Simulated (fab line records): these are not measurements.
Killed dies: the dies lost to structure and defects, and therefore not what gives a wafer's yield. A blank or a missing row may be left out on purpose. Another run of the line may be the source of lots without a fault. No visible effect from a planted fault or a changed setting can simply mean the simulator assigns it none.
fab line records | flow nandHarc
record: lots: 10 | wafers: 30 | lastDay: 24
route steps=1159 shown P_GATE@111 END@1159
lots that met no fault: taken from a fault-free run of the same line
startH: hours from the record's first day to the start of the lot's first wafer shown | waitH: hours elapsed since this lot's preceding step | " as in the row above | L1.1+2: a row that stands for several wafers | - no value, or no start was given | * or withheld: withheld | < > ~ a bound
route shown NAME@n: NAME is a module with steps in the file, n the number in the route of the first one | usual: average and standard deviation across the fault-free wafers | same: alike in all rows | chamber/n: place in a boat | sites: the reading at each site | _std_site: their standard deviation | _edge_site: mean of outer sites minus mean of inner sites | radiusMm: how far each site lies from the wafer's centre | mask NAME#n: copy n | behind: the tool/chamber that last shaped the wafer | hold: cause of the lot's hold/its duration in hours/its outcome | device: the n, p or np transistor that did not switch | end of line: tests of these same wafers at the route's end | a step without rows: its recipe alone | killed: not the wafer's yield, but the dies lost to structure and defects at the first sort | map: shows each die of a wafer: x if killed, . if not, _ if none is there
set.NAME: the setting that was run; set.NAME@STEP: the one run at that earlier step | model.NAME: the simulator's own value behind a step, which no gauge read
steps of the route over a sample of lots; a table a step, a row a wafer
services: when a tool's chamber went out of use (startH, in hours from the record's first day, below 0 if earlier), for how many hours, and the reason
== steps ==
step: NHARC_P_GATE_PRECLEAN_70
recipe: timeS: * | tempC: 50 | bathAgeMin: 0 | chemistry: SC1
usual: bathHeatDutyPct: 7.2/0.88 | tempC: 49.99/0.12
lot.wafer | tool        | chamber | startH | waitH | bathHeatDutyPct | tempC
L744.2    | wetBench-01 | 0       | 70.52  | 0.1   | 7.2             | 49.94
L744.1    | "           | 1       | "      | "     | 7.3             | 50.09
L744.6    | "           | 3       | "      | "     | 8.6             | 49.97
L745.1    | wetBench-01 | 7       | 76.68  | 0.1   | 6.5             | 49.94
L745.5    | "           | 1       | "      | "     | 7.0             | 49.95
L745.4    | "           | 2       | "      | "     | 6.0             | 50.27
L749.4    | wetBench-09 | 5       | 101.66 | 0.0   | 6.3             | 49.91
L749.6    | "           | 6       | "      | "     | 7.1             | 49.89
L749.1    | "           | 7       | "      | "     | 7.7             | 50.00
L750.1    | wetBench-01 | 1       | 109.71 | 0.1   | 8.0             | 49.99
L750.5    | "           | 4       | "      | "     | 7.3             | 50.00
L750.2    | "           | 6       | "      | "     | 7.6             | 49.99
L753.5    | wetBench-01 | 4       | 123.91 | 0.1   | 8.4             | 49.92
L753.1    | "           | 7       | "      | "     | 7.4             | 50.04
L753.4    | "           | 1       | "      | "     | 7.5             | 49.90
L756.3    | wetBench-05 | 5       | 147.13 | 0.1   | 6.8             | 50.09
L756.1    | "           | 7       | "      | "     | 7.3             | 49.78
L756.5    | "           | 1       | "      | "     | 7.1             | 50.10
L761.1    | wetBench-05 | 7       | 174.17 | 0.1   | 6.5             | 50.14
L761.3    | "           | 0       | "      | "     | 6.9             | 50.17
L761.5    | "           | 2       | "      | "     | 8.1             | 50.01
L762.2    | wetBench-09 | 6       | 174.17 | 0.1   | 6.7             | 50.09
L762.3    | "           | 0       | "      | "     | 9.2             | 50.10
L762.1    | "           | 1       | "      | "     | 4.6             | 49.97
L766.6    | wetBench-01 | 2       | 203.84 | 0.1   | 5.8             | 50.08
L766.2    | "           | 4       | "      | "     | 7.9             | 50.06
L766.1    | "           | 5       | "      | "     | 7.4             | 50.05
L765.4    | wetBench-09 | 6       | 203.84 | 0.1   | 7.7             | 49.91
L765.6    | "           | 2       | "      | "     | 6.8             | 49.97
L765.1    | "           | 3       | "      | "     | 7.1             | 50.20
step: NHARC_P_GATE_HM_DEP_102
recipe: targetThkA: 1200 | tempC: 400 | material: aC
usual: throttleValvePct: 35.001/0.0087
lot.wafer | tool      | chamber | startH | waitH | throttleValvePct
L744.1    | aclDep-03 | 0       | 90.37  | 0.4   | 35.002
L744.2    | "         | 0       | "      | "     | 34.997
L744.6    | "         | 0       | "      | "     | 34.993
L745.1    | aclDep-02 | 0       | 97.19  | 0.4   | 35.005
L745.4    | "         | 0       | "      | "     | 35.010
L745.5    | "         | 0       | "      | "     | 34.991
L749.1    | aclDep-03 | 0       | 125.58 | 2.7   | 35.008
L749.4    | "         | 0       | "      | "     | 35.015
L749.6    | "         | 0       | "      | "     | 35.004
L750.1    | aclDep-01 | 0       | 131.14 | 0.6   | 35.006
L750.2    | "         | 0       | "      | "     | 35.014
L750.5    | "         | 0       | "      | "     | 35.002
L753.1    | aclDep-02 | 0       | 149.65 | 1.7   | 35.009
L753.4    | "         | 0       | "      | "     | 35.006
L753.5    | "         | 0       | "      | "     | 35.018
L756.1    | aclDep-03 | 0       | 167.87 | 0.4   | 34.999
L756.3    | "         | 0       | "      | "     | 34.997
L756.5    | "         | 0       | "      | "     | 34.991
L761.1    | aclDep-02 | 0       | 196.47 | 1.4   | 34.996
L761.3    | "         | 0       | "      | "     | 34.999
L761.5    | "         | 0       | "      | "     | 34.997
L762.1    | aclDep-01 | 0       | 196.87 | 1.8   | 34.992
L762.2    | "         | 0       | "      | "     | 35.014
L762.3    | "         | 0       | "      | "     | 34.999
L766.1    | aclDep-01 | 0       | 224.80 | 0.4   | 35.001
L766.2    | "         | 0       | "      | "     | 34.991
L766.6    | "         | 0       | "      | "     | 34.998
L765.1    | aclDep-02 | 0       | 224.80 | 0.4   | 35.023
L765.4    | "         | 0       | "      | "     | 35.011
L765.6    | "         | 0       | "      | "     | 34.988
step: NHARC_P_GATE_INSPECT_28
usual: rawDefectCount: 6/3.2
lot.wafer | tool             | chamber | startH | waitH | rawDefectCount
L744.1    | defectInspect-02 | -       | 91.86  | 0.0   | 10
L744.2    | "                | -       | "      | "     | 2
L744.6    | "                | -       | "      | "     | 4
L745.1    | defectInspect-02 | -       | 98.53  | 0.0   | 5
L745.4    | "                | -       | "      | "     | 5
L745.5    | "                | -       | "      | "     | 6
L749.1    | defectInspect-02 | -       | 127.04 | 0.0   | 7
L749.4    | "                | -       | "      | "     | 5
L749.6    | "                | -       | "      | "     | 6
L750.1    | defectInspect-02 | -       | 132.62 | 0.0   | 6
L750.2    | "                | -       | "      | "     | 7
L750.5    | "                | -       | "      | "     | 5
L753.1    | defectInspect-01 | -       | 151.14 | 0.0   | 6
L753.4    | "                | -       | "      | "     | 3
L753.5    | "                | -       | "      | "     | 406
L756.1    | defectInspect-02 | -       | 169.44 | 0.0   | 6
L756.3    | "                | -       | "      | "     | 4
L756.5    | "                | -       | "      | "     | 5
L761.1    | defectInspect-01 | -       | 197.96 | 0.1   | 6
L761.3    | "                | -       | "      | "     | 5
L761.5    | "                | -       | "      | "     | 6
L762.1    | defectInspect-02 | -       | 198.22 | 0.0   | 5
L762.2    | "                | -       | "      | "     | 11
L762.3    | "                | -       | "      | "     | 4
L765.1    | defectInspect-02 | -       | 226.26 | 0.0   | 9
L765.4    | "                | -       | "      | "     | 4
L765.6    | "                | -       | "      | "     | 5
L766.1    | defectInspect-01 | -       | 226.42 | 0.0   | 10
L766.2    | "                | -       | "      | "     | 6
L766.6    | "                | -       | "      | "     | 7
step: NHARC_P_GATE_ETCH_114
recipe: targetDepthA: 300 | overetchA: 30 | timeS: 16.5 | ionEnergyEv: 100 | cf4FlowSccm: 80 | o2FlowSccm: 20 | arFlowSccm: 0 | rfW: 300 | biasW: 100 | chemistry: CF4/O2
usual: biasW: 100.0/0.34 | drypumpMotorCurrentA: 5.7/0.41 | o2FlowSccm: 20.00/0.059 | oes_o_777_au: 1.000/0.0048 | oesProductAu: 1.002/0.0086 | rfVppV: 197.7/1.4 | showerheadPlenumPTorr: 1.33/0.051 | throttleValvePct: 13.398/0.0094
lot.wafer | tool       | chamber | startH | waitH | biasW | drypumpMotorCurrentA | o2FlowSccm | oes_o_777_au | oesProductAu | rfHoursCounterH | rfVppV | showerheadPlenumPTorr | throttleValvePct
L744.2    | rieDiel-03 | 0       | -      | -     | 100.5 | 6.3                  | 20.03      | 1.001        | 0.990        | 9               | 196.8  | 1.30                  | 13.393
L744.1    | "          | 1       | "      | "     | 100.7 | 5.7                  | 20.09      | 1.001        | 1.007        | 9               | 198.5  | 1.37                  | 13.402
L744.6    | "          | 0       | "      | "     | 100.5 | 6.3                  | 20.05      | 0.994        | 0.999        | -               | 196.7  | 1.30                  | 13.404
L745.1    | rieDiel-06 | 2       | -      | -     | 99.9  | 6.1                  | 19.98      | 1.005        | 1.002        | 8               | 200.4  | 1.38                  | 13.382
L745.5    | "          | 0       | "      | "     | 100.0 | 5.3                  | 20.03      | 0.998        | 1.002        | -               | 197.8  | 1.33                  | 13.388
L745.4    | "          | 2       | "      | "     | 99.8  | 6.1                  | 19.99      | 1.001        | 1.006        | -               | 198.2  | 1.38                  | 13.397
L749.1    | rieDiel-03 | 0       | -      | -     | 100.1 | 6.3                  | 20.07      | 0.996        | 0.995        | 15              | 197.5  | 1.30                  | 13.407
L749.4    | "          | 3       | "      | "     | 99.4  | 5.6                  | 19.92      | 0.999        | 0.992        | 16              | 196.0  | 1.25                  | 13.396
L749.6    | "          | 1       | "      | "     | 99.3  | 5.7                  | 20.04      | 0.998        | 1.008        | -               | 199.6  | 1.37                  | 13.385
L750.2    | rieDiel-12 | 3       | -      | -     | 100.0 | 4.7                  | 20.00      | 1.000        | 0.993        | 37              | 195.8  | 1.31                  | 13.393
L750.1    | "          | 2       | "      | "     | 99.9  | 5.5                  | 19.94      | 1.000        | 0.998        | 34              | 197.1  | 1.35                  | 13.400
L750.5    | "          | 3       | "      | "     | 100.0 | 4.7                  | 20.05      | 0.997        | 0.991        | -               | 198.6  | 1.31                  | 13.390
L753.1    | rieDiel-03 | 0       | -      | -     | 100.6 | 6.3                  | 19.97      | 1.007        | 0.996        | 20              | 197.2  | 1.30                  | 13.404
L753.5    | "          | 2       | "      | "     | 100.3 | 5.3                  | 20.01      | 0.999        | 1.018        | -               | 194.6  | 1.27                  | 13.399
L753.4    | "          | 0       | "      | "     | 100.4 | 6.3                  | 19.96      | 1.004        | 0.986        | -               | 198.0  | 1.30                  | 13.393
L756.1    | rieDiel-03 | 3       | -      | -     | 100.7 | 5.6                  | 20.08      | 0.992        | 0.997        | 24              | 195.4  | 1.25                  | 13.403
L756.3    | "          | 0       | "      | "     | 100.4 | 6.3                  | 20.02      | 1.002        | 0.991        | 23              | 198.3  | 1.30                  | 13.405
L756.5    | "          | 3       | "      | "     | 100.4 | 5.5                  | 19.98      | 0.995        | 1.009        | -               | 195.9  | 1.25                  | 13.386
L761.1    | rieDiel-03 | 2       | -      | -     | 99.9  | 5.3                  | 20.05      | 1.004        | 1.006        | 28              | 196.3  | 1.27                  | 13.402
L761.3    | "          | 0       | "      | "     | 100.0 | 6.3                  | 20.00      | 0.992        | 0.990        | 26              | 195.9  | 1.29                  | 13.403
L761.5    | "          | 2       | "      | "     | 100.2 | 5.3                  | 20.01      | 0.996        | 1.012        | -               | 195.4  | 1.27                  | 13.397
L762.3    | rieDiel-12 | 1       | -      | -     | 99.5  | 6.0                  | 19.97      | 1.003        | 0.993        | 56              | 199.7  | 1.39                  | 13.393
L762.2    | "          | 3       | "      | "     | 100.1 | 4.7                  | 20.01      | 1.005        | 1.001        | 61              | 198.5  | 1.30                  | 13.405
L762.1    | "          | 0       | "      | "     | 99.9  | 5.8                  | 19.96      | 0.991        | 1.006        | 56              | 197.0  | 1.34                  | 13.388
L765.4    | rieDiel-06 | 3       | -      | -     | 99.9  | 6.1                  | 20.08      | 0.989        | 1.004        | 56              | 198.4  | 1.40                  | 13.388
L765.1    | "          | 1       | "      | "     | 99.8  | 5.8                  | 19.93      | 1.008        | 1.006        | 51              | 199.7  | 1.39                  | 13.385
L765.6    | "          | 3       | "      | "     | 100.3 | 6.1                  | 20.05      | 0.999        | 1.001        | -               | 199.5  | 1.40                  | 13.398
L766.1    | rieDiel-03 | 3       | -      | -     | 99.7  | 5.6                  | 20.06      | 1.004        | 1.009        | 0               | 196.2  | 1.25                  | 13.397
L766.2    | "          | 0       | "      | "     | 99.4  | 6.3                  | 19.97      | 1.004        | 1.004        | 0               | 197.3  | 1.29                  | 13.385
L766.6    | "          | 1       | "      | "     | 100.4 | 5.7                  | 20.06      | 0.999        | 0.986        | -               | 196.8  | 1.36                  | 13.390
step: NHARC_P_GATE_STRIP_108
recipe: o2FlowSccm: 500 | arFlowSccm: 0 | biasW: 0 | chemistry: O2
usual: drypumpMotorCurrentA: 5.7/0.4 | o2FlowSccm: 499.8/1.4 | oesProductAu: 1.001/0.0091 | rfVppV: 57.6/0.91 | showerheadPlenumPTorr: 3.48/0.13 | throttleValvePct: 17.037/0.0086
same: biasW: 0
lot.wafer | tool       | chamber | startH | waitH | drypumpMotorCurrentA | o2FlowSccm | oesProductAu | rfHoursCounterH | rfVppV | showerheadPlenumPTorr | throttleValvePct
L744.1    | rieDiel-03 | 3       | 92.73  | -     | 5.6                  | 499.7      | 1.014        | 10              | 57.2   | 3.32                  | 17.031
L744.2    | "          | 0       | "      | "     | 6.3                  | 498.0      | 0.997        | 9               | 56.0   | 3.44                  | 17.035
L744.6    | "          | 3       | "      | "     | 5.6                  | 499.2      | 1.015        | -               | 57.3   | 3.32                  | 17.046
L745.1    | rieDiel-03 | 2       | 99.27  | -     | 5.3                  | 501.9      | 0.995        | 10              | 57.9   | 3.37                  | 17.042
L745.4    | "          | 0       | "      | "     | 6.3                  | 500.3      | 0.983        | 10              | 57.3   | 3.44                  | 17.046
L745.5    | "          | 3       | "      | "     | 5.6                  | 498.6      | 1.002        | -               | 56.7   | 3.32                  | 17.048
L749.1    | rieDiel-03 | 3       | 127.98 | -     | 5.6                  | 502.7      | 1.004        | 16              | 55.1   | 3.32                  | 17.039
L749.4    | "          | 1       | "      | "     | 5.7                  | 503.2      | 1.004        | 15              | 57.9   | 3.61                  | 17.036
L749.6    | "          | 2       | "      | "     | 5.4                  | 501.2      | 1.010        | -               | 56.2   | 3.36                  | 17.027
L750.2    | rieDiel-03 | 2       | 134.10 | -     | 5.3                  | 501.9      | 1.008        | 17              | 58.1   | 3.36                  | 17.033
L750.1    | "          | 3       | "      | "     | 5.6                  | 498.8      | 0.990        | 18              | 56.6   | 3.32                  | 17.033
L750.5    | "          | 1       | "      | "     | 5.7                  | 498.2      | 1.012        | -               | 57.2   | 3.61                  | 17.040
L753.4    | rieDiel-12 | 0       | 151.90 | -     | 5.8                  | 497.9      | 1.000        | 39              | 58.4   | 3.54                  | 17.034
L753.1    | "          | 2       | "      | "     | 5.5                  | 499.5      | 1.003        | 41              | 59.0   | 3.55                  | 17.049
L753.5    | "          | 0       | "      | "     | 5.8                  | 500.3      | 1.004        | -               | 56.9   | 3.54                  | 17.027
L756.1    | rieDiel-03 | 0       | 170.67 | -     | 6.3                  | 499.4      | 0.999        | 23              | 57.5   | 3.43                  | 17.038
L756.3    | "          | 2       | "      | "     | 5.3                  | 500.3      | 1.006        | 24              | 58.2   | 3.36                  | 17.043
L756.5    | "          | 0       | "      | "     | 6.3                  | 499.6      | 1.004        | -               | 58.1   | 3.43                  | 17.038
L761.1    | rieDiel-03 | 3       | 198.68 | -     | 5.6                  | 496.5      | 0.994        | 27              | 56.4   | 3.31                  | 17.052
L761.3    | "          | 1       | "      | "     | 5.7                  | 500.5      | 1.010        | 24              | 58.2   | 3.61                  | 17.030
L761.5    | "          | 3       | "      | "     | 5.5                  | 499.6      | 0.988        | -               | 57.0   | 3.31                  | 17.025
L762.1    | rieDiel-03 | 1       | 199.36 | -     | 5.7                  | 502.0      | 0.999        | 24              | 56.8   | 3.61                  | 17.050
L762.2    | "          | 2       | "      | "     | 5.3                  | 501.7      | 1.010        | 28              | 55.9   | 3.36                  | 17.039
L762.3    | "          | 0       | "      | "     | 6.3                  | 497.3      | 0.995        | 26              | 57.7   | 3.43                  | 17.034
L765.4    | rieDiel-06 | 0       | 226.98 | -     | 5.2                  | 499.8      | 0.999        | 59              | 58.2   | 3.48                  | 17.035
L765.1    | "          | 1       | "      | "     | 5.8                  | 500.5      | 1.018        | 51              | 58.4   | 3.66                  | 17.036
L765.6    | "          | 2       | "      | "     | 6.1                  | 499.9      | 1.015        | -               | 58.0   | 3.61                  | 17.028
L766.2    | rieDiel-12 | 3       | 227.10 | -     | 4.7                  | 500.1      | 0.995        | 6               | 56.9   | 3.45                  | 17.036
L766.1    | "          | 0       | "      | "     | 5.8                  | 499.0      | 0.982        | 2               | 58.3   | 3.53                  | 17.030
L766.6    | "          | 3       | "      | "     | 4.7                  | 500.7      | 0.999        | -               | 57.1   | 3.45                  | 17.034
step: NHARC_P_GATE_INSPECT_68
usual: rawDefectCount: 211/77
lot.wafer | tool             | chamber | startH | waitH | rawDefectCount
L744.1    | defectInspect-01 | -       | 110.98 | 0.2   | 204
L744.2    | "                | -       | "      | "     | 141
L744.6    | "                | -       | "      | "     | 172
L745.1    | defectInspect-01 | -       | 117.17 | 0.2   | 156
L745.4    | "                | -       | "      | "     | 172
L745.5    | "                | -       | "      | "     | 141
L749.1    | defectInspect-02 | -       | 145.49 | 0.2   | 207
L749.4    | "                | -       | "      | "     | 210
L749.6    | "                | -       | "      | "     | 171
L750.1    | defectInspect-02 | -       | 151.77 | 0.2   | 215
L750.2    | "                | -       | "      | "     | 319
L750.5    | "                | -       | "      | "     | 253
L753.1    | defectInspect-01 | -       | 169.88 | 0.2   | 168
L753.4    | "                | -       | "      | "     | 184
L753.5    | "                | -       | "      | "     | 591
L756.1    | defectInspect-01 | -       | 188.68 | 0.2   | 108
L756.3    | "                | -       | "      | "     | 139
L756.5    | "                | -       | "      | "     | 107
L762.1    | defectInspect-01 | -       | 217.18 | 0.2   | 351
L762.2    | "                | -       | "      | "     | 187
L762.3    | "                | -       | "      | "     | 288
L761.1    | defectInspect-02 | -       | 218.41 | 0.2   | 161
L761.3    | "                | -       | "      | "     | 219
L761.5    | "                | -       | "      | "     | 170
L765.1    | defectInspect-02 | -       | 244.71 | 0.2   | 175
L765.4    | "                | -       | "      | "     | 192
L765.6    | "                | -       | "      | "     | 151
L766.1    | defectInspect-01 | -       | 245.16 | 0.2   | 218
L766.2    | "                | -       | "      | "     | 354
L766.6    | "                | -       | "      | "     | 184
step: NHARC_END_SORT_01
recipe: tempC: 25
usual: killedAtArray: 29/8.4 | killedAtOther: 0.7/1.2 | killedAtPeriphery: 3.8/2.1 | killedDies: 33/9 | killedOpen: 3.4/2 | killedShort: 2.1/1.4
same: grossDies: 677
lot.wafer | tool      | chamber | startH | waitH | killedAtArray | killedAtOther | killedAtPeriphery | killedDies | killedOpen | killedShort
L756.1    | prober-01 | 0       | 518.95 | 2.5   | 21            | 0             | 5                 | 26         | 4          | 3
L756.3    | prober-01 | 0       | 520.55 | 3.1   | 32            | 0             | 3                 | 35         | 2          | 3
L756.5    | prober-01 | 0       | 522.15 | 3.7   | 33            | 1             | 5                 | 39         | 3          | 2
L753.1    | prober-02 | 0       | 526.62 | 2.5   | 38            | 0             | 6                 | 44         | 5          | 6
L753.4    | prober-02 | 0       | 529.03 | 3.4   | 36            | 0             | 5                 | 41         | 4          | 3
L753.5    | prober-02 | 0       | 529.83 | 3.7   | 34            | 0             | 36                | 70         | 2          | 2
L762.1    | prober-02 | 0       | 550.04 | 2.5   | 18            | 2             | 2                 | 22         | 1          | 3
L762.2    | prober-02 | 0       | 550.83 | 2.8   | 30            | 0             | 5                 | 35         | 5          | 5
L762.3    | prober-02 | 0       | 551.61 | 3.1   | 21            | 3             | 2                 | 26         | 4          | 1
L761.1    | prober-01 | 0       | 550.26 | 2.5   | 39            | 2             | 0                 | 41         | 2          | 2
L761.3    | prober-01 | 0       | 551.88 | 3.1   | 45            | 1             | 4                 | 50         | 3          | 1
L761.5    | prober-01 | 0       | 553.50 | 3.7   | 50            | 0             | 3                 | 53         | 4          | 1
L765.1    | prober-01 | 0       | 572.97 | 2.5   | 37            | 0             | 5                 | 42         | 7          | 0
killed by level:class
L756.1 A_SLIT:chamberFilmFlake=11 A_STAIRCASE:chamberFilmFlake=4 A_CHANNEL_HOLE_D1:chamberFilmFlake=3 P_CONTACT:geometricParticle:open=2 P_STI:geometricParticle:open=1 P_GATE:geometricParticle:short=1 P_M0:geometricParticle:open=1 A_CHANNEL_FILL_D1:geometricParticle:short=1
L756.3 A_SLIT:chamberFilmFlake=10 A_CHANNEL_HOLE_D1:chamberFilmFlake=7 A_STAIRCASE:chamberFilmFlake=7 A_WL_FILL:chamberFilmFlake=2 P_CONTACT:geometricParticle:short=1 A_CHANNEL_HOLE_D1:geometricParticle:short=1 A_WL_FILL:geometricParticle:open=1 A_M0:geometricParticle:open=1
L756.5 A_SLIT:chamberFilmFlake=13 A_STAIRCASE:chamberFilmFlake=10 A_CHANNEL_HOLE_D1:chamberFilmFlake=5 P_CONTACT:geometricParticle:open=2 A_WL_FILL:geometricParticle:short=2 P_GATE:chamberFilmFlake=2 A_CONTACT:chamberFilmFlake=2 A_CHANNEL_FILL_D1:geometricParticle:open=1
L753.1 A_CHANNEL_HOLE_D1:chamberFilmFlake=11 A_M0:chamberFilmFlake=8 A_WL_FILL:chamberFilmFlake=4 A_WL_FILL:geometricParticle:short=2 A_CONTACT:geometricParticle:open=2 P_ZERO_WELL:chamberFilmFlake=2 A_CHANNEL_FILL_D1:chamberFilmFlake=2 A_CONTACT:chamberFilmFlake=2
L753.4 A_CHANNEL_HOLE_D1:chamberFilmFlake=15 A_CHANNEL_FILL_D1:chamberFilmFlake=4 A_CONTACT:chamberFilmFlake=4 A_M0:chamberFilmFlake=4 A_STAIRCASE:chamberFilmFlake=2 A_WL_FILL:chamberFilmFlake=2 P_CONTACT:geometricParticle:open=1 P_M0:geometricParticle:short=1
L753.5 P_GATE:unspecified=32 A_CHANNEL_HOLE_D1:chamberFilmFlake=25 A_M0:chamberFilmFlake=3 P_CONTACT:chamberFilmFlake=2 A_WL_FILL:chamberFilmFlake=2 P_M0:geometricParticle:open=1 A_CHANNEL_FILL_D1:geometricParticle:short=1 A_WL_FILL:geometricParticle:short=1
L762.1 A_CHANNEL_HOLE_D1:chamberFilmFlake=10 A_STAIRCASE:chamberFilmFlake=3 A_CONTACT:chamberFilmFlake=2 THIN_TSV:chamberFilmFlake=2 P_CONTACT:geometricParticle:short=1 P_M1:geometricParticle:short=1 A_CHANNEL_HOLE_D1:geometricParticle:open=1 A_M0:geometricParticle:short=1
L761.1 A_CHANNEL_HOLE_D1:chamberFilmFlake=24 A_SLIT:chamberFilmFlake=5 A_STAIRCASE:chamberFilmFlake=3 A_CONTACT:chamberFilmFlake=3 A_ONON_D1:geometricParticle:open=1 A_CONTACT:geometricParticle:short=1 A_CONTACT:geometricParticle:open=1 A_BLC:geometricParticle:short=1
L762.2 A_CHANNEL_HOLE_D1:chamberFilmFlake=10 A_STAIRCASE:chamberFilmFlake=7 A_WL_FILL:chamberFilmFlake=3 A_CONTACT:chamberFilmFlake=2 P_GATE:geometricParticle:open=1 P_CONTACT:geometricParticle:open=1 P_M0:geometricParticle:short=1 A_SGD_CUT:geometricParticle:short=1
L762.3 A_CHANNEL_HOLE_D1:chamberFilmFlake=10 A_STAIRCASE:chamberFilmFlake=3 A_CHANNEL_FILL_D1:geometricParticle:open=2 P_GATE:chamberFilmFlake=2 THIN_TSV:chamberFilmFlake=2 A_SGD_CUT:geometricParticle:open=1 A_CONTACT:geometricParticle:open=1 A_CONTACT:geometricParticle:short=1
L761.3 A_CHANNEL_HOLE_D1:chamberFilmFlake=20 A_SLIT:chamberFilmFlake=16 A_CONTACT:chamberFilmFlake=5 P_GATE:chamberFilmFlake=2 A_STAIRCASE:chamberFilmFlake=2 P_CONTACT:geometricParticle:open=1 A_ONON_D1:geometricParticle:open=1 A_WL_FILL:geometricParticle:open=1
L761.5 A_CHANNEL_HOLE_D1:chamberFilmFlake=20 A_SLIT:chamberFilmFlake=18 A_CONTACT:chamberFilmFlake=5 A_STAIRCASE:chamberFilmFlake=4 A_M1:geometricParticle:open=2 P_GATE:geometricParticle:short=1 P_CONTACT:geometricParticle:open=1 A_ONON_D1:geometricParticle:open=1
L765.1 A_SLIT:chamberFilmFlake=16 A_CHANNEL_HOLE_D1:chamberFilmFlake=9 A_STAIRCASE:chamberFilmFlake=4 A_WL_FILL:geometricParticle:open=3 A_CONTACT:chamberFilmFlake=3 P_M0:geometricParticle:open=2 P_ZERO_WELL:chamberFilmFlake=2 A_SGD_CUT:geometricParticle:open=1
== services ==
tool        | chamber | startH | hours | kind
rieDiel-03  | 0       | 47.30  | -     | clean
rieDiel-03  | 0       | 47.30  | -     | consumableReplace:focusRing
rieDiel-03  | 1       | 47.30  | -     | clean
rieDiel-03  | 2       | 47.30  | -     | clean
rieDiel-03  | 3       | 47.30  | -     | clean
rieDiel-06  | -       | 64.20  | 9.0   | pm
rieDiel-06  | 1       | 85.90  | 22.0  | repair
rieDiel-12  | 0       | 92.83  | 6.9   | repair
rieDiel-12  | 2       | 107.48 | 7.1   | repair
wetBench-09 | -       | 112.84 | 8.0   | pm
aclDep-01   | -       | 114.50 | 13.0  | pm
rieDiel-12  | 1       | 132.48 | 4.0   | repair
rieDiel-03  | 1       | 138.47 | 2.1   | repair
rieDiel-06  | 0       | 147.70 | 5.0   | repair
rieDiel-03  | 1       | 150.11 | 13.0  | repair
aclDep-02   | -       | 170.28 | 13.0  | pm
wetBench-05 | -       | 182.10 | 1.8   | repair
wetBench-05 | -       | 196.80 | 8.0   | pm
rieDiel-12  | -       | 202.46 | 9.0   | pm
wetBench-01 | -       | 213.60 | 8.0   | pm
rieDiel-03  | -       | 215.33 | 9.0   | pm
rieDiel-12  | 0       | 217.92 | 8.8   | repair
rieDiel-12  | -       | 221.21 | 0.3   | repair
aclDep-03   | -       | 224.38 | 13.0  | pm
== key ==
firstSign: step: NHARC_P_GATE_INSPECT_28 | reading: rawDefectCount | direction: up | sigmas: 99+ | usual: 6 | struck: 406
effect: step: NHARC_P_GATE_INSPECT_68 | reading: rawDefectCount | direction: up | sigmas: 4.9 | usual: 211 | struck: 591
effect: step: NHARC_END_SORT_01 | reading: killedAtPeriphery | direction: up | sigmas: 15 | usual: 3.8 | struck: 36
moreKillsBornAt: NHARC_P_GATE_PRECLEAN_70@wetBench-01: 32
metAt NHARC_P_GATE_PRECLEAN_70
struckLots L753
struckWafers L753.5
testerLeftOut L753
notActingAt NHARC_P_GATE_HM_DEP_102,NHARC_P_GATE_ETCH_114,NHARC_P_GATE_STRIP_108
onsetBetween 109.71 123.91
fault: kind: chamberParticleSource | tool: wetBench-01 | chamber: 4 | onsetH: 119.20 | steps: NHARC_P_GATE_PRECLEAN_70 | ratePerVisitCm2: 0.6052 | endH: 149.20
testerLeftOut: of these lots the tester's yield and bins aren't shown, on N5 and GAA mostly nor the transistor test; their killed dies are dies lost to structure and defects alone, not to doping, threshold or leakage, so they don't give the yield
